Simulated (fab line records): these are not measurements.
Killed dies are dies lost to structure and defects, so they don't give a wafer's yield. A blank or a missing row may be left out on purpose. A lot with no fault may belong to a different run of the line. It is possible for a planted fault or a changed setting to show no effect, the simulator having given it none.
Which of the tools did it?	flow n5_finfet	route of 1938 steps, sampled at 1 step: 10 lots, 30 wafers

## WHAT EACH GAUGE READ, for each wafer
N5_BEOL_M4_RC_MEAS_101.
lot	measured	on	DIBL_N (mV/V)
L257	day 9 01:41	prober-02	37.2 34.4 36.1
L260	day 9 10:14	prober-02	36.0 37.9 35.0
L265	day 10 19:17	prober-01	35.6 38.3 34.8
L266	day 10 19:43	prober-02	35.7 38.2 34.0
L267	day 11 00:59	prober-01	38.3 37.0 35.7
L268	day 11 19:04	prober-02	39.2 37.0 38.2
L271	day 12 17:54	prober-02	38.3 40.4 36.9
L276	day 14 01:49	prober-02	35.7 35.8 37.6
L278	day 14 10:52	prober-02	39.5 40.7 37.4
L279	day 14 13:47	prober-02	40.8 35.2 37.1

## TOOL THAT RAN EACH LOT (tool first, then ch and the chambers of the sampled wafers, then the start)
Record: no process step prior to these readings.

## THE ANSWER, worked out from the rows above alone
Rule: usual is defined by the lots themselves. The widest of any qualifying gaps counts: lots, ordered by their means at a reading, are off when they make up no more than a third of the lots, leave a main group of 4 or more, and stand apart from it by 3 or more times the standard deviation of that group's means. A main group is skipped when, at the precision printed for the reading in the tables above, its means are all equal. Also off: a lot with no number at a reading for which 4 or more lots have one. The other lots that the step has rows for count as sound.
No lot is off at any reading shown: from this, nothing can be told.

## WHAT THE SIMULATOR HAD PUT IN
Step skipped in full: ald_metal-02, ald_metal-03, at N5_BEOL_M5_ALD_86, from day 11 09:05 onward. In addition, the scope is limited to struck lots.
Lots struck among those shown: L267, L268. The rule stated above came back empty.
